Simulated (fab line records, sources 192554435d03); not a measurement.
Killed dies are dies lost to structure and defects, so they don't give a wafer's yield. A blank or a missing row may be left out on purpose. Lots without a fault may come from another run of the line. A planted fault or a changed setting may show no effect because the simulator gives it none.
Split-lot experiment | flow n5_finfet | 7 lots, 21 wafers read, on a route of 1938 steps

THE SPLIT
At N5_BEOL_M15_DEP_53 (deposits SiCN from 3MS/NH3, target thk 50 nm, time 17.8 s), the setting time_s was moved away from the recipe's 17.8 s on 9 of the 21 wafers read, by -13.3% to +8.5%. The other wafers ran this setting at the recipe's value.

The reading is taken at the split's own step.

THE READING
SiCN_of_BEOL_M15_DEP_53.thk_nm (the simulator's own value, which no gauge read), in nm, at N5_BEOL_M15_DEP_53 (deposits SiCN from 3MS/NH3, target thk 50 nm, time 17.8 s). The file gives no usual value for it. The 12 wafers here that ran the recipe average 50.1 nm, standard deviation 0.71 nm.

wafer  | tool, chamber at the split | time_s as run, s | against the recipe | SiCN_of_BEOL_M15_DEP_53.thk_nm, nm | against lot-mates on the recipe
L086.3 | pecvd-03, 1                | 15.43            | -13.3%             | 43.6                               | -6.0
L086.4 | pecvd-03, 0                | 15.43            | -13.3%             | 44.4                               | -5.2
L086.6 | pecvd-03, 2                | 17.8             | recipe             | 49.6                               | -
L088.3 | pecvd-02, 0                | 17.8             | recipe             | 50.2                               | -
L088.4 | pecvd-02, 1                | 19.31            | +8.5%              | 55                                 | +4.6
L088.5 | pecvd-02, 2                | 17.8             | recipe             | 50.6                               | -
L087.1 | pecvd-04, 0                | 17.8             | recipe             | 49.6                               | -
L087.3 | pecvd-04, 1                | 18.8             | +5.6%              | 51.4                               | +1.8
L087.6 | pecvd-04, 1                | 18.8             | +5.6%              | 53                                 | +3.4
L090.1 | pecvd-03, 1                | 16.54            | -7.1%              | 46                                 | -4.2
L090.5 | pecvd-03, 0                | 17.8             | recipe             | 50.6                               | -
L090.6 | pecvd-03, 2                | 17.8             | recipe             | 49.8                               | -
L093.2 | pecvd-03, 2                | 17.8             | recipe             | 48.4                               | -
L093.4 | pecvd-03, 1                | 16.37            | -8.0%              | 45.8                               | -2.6
L093.5 | pecvd-03, 2                | 16.37            | -8.0%              | 45.6                               | -2.8
L096.1 | pecvd-02, 0                | 19.3             | +8.4%              | 54                                 | +3.6
L096.2 | pecvd-02, 2                | 17.8             | recipe             | 49.8                               | -
L096.6 | pecvd-02, 1                | 17.8             | recipe             | 51                                 | -
L097.4 | pecvd-02, 0                | 17.8             | recipe             | 50.6                               | -
L097.5 | pecvd-02, 2                | 17.8             | recipe             | 50.4                               | -
L097.6 | pecvd-02, 1                | 17.8             | recipe             | 51                                 | -

THE FIT
A straight line over all 21 wafers: SiCN_of_BEOL_M15_DEP_53.thk_nm changes by +0.485 nm for each +1% of time_s; r = +0.97; the points scatter about the line by 0.73 nm.
The same after taking each lot's own level away (the mean of its wafers on the recipe; 21 wafers): +0.436 nm for each +1%; r = +0.98; scatter 0.57 nm.
On that fit, the largest move of time_s shifts the reading by 5.8 nm.
The lots' own levels span 48.40 to 50.67 nm, that is 3.2 times the standard deviation above.
So the lot-to-lot level changes the slope: the two fits differ.
Check: with one of the wafers moved furthest among these (-13.3%) left out of the fit, the line predicts -5.61 nm for it against its lot-mates. It came out at -6 nm against them.

OTHER SPLITS ON THESE WAFERS
These wafers also went through other splits before the reading. Each is held against what the fit with the lots' levels taken away leaves over:
other split on the same wafers | wafers away from the commonest value | r with SiCN_of_BEOL_M15_DEP_53.thk_nm (lot level and that fit taken away)
N5_BEOL_M10_COAT_60 spin_rpm   | 7                                    | -0.17
N5_BEOL_M11_COAT_05 spin_rpm   | 8                                    | -0.03
N5_BEOL_M13_COAT_22 spin_rpm   | 7                                    | -0.06
N5_BEOL_M13_ETCH_68 time_s     | 11                                   | -0.03
N5_BEOL_M14_EXPOSE_07 dose_mj  | 9                                    | -0.51
N5_BEOL_M15_PEB_26 peb_time_s  | 8                                    | +0.03
N5_BEOL_M15_ETCH_61 time_s     | 9                                    | -0.08

THE FILE'S OWN FIT
SiCN_of_BEOL_M15_DEP_53.thk_nm changes by +0.45 nm for each +1% of time_s, r = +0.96.
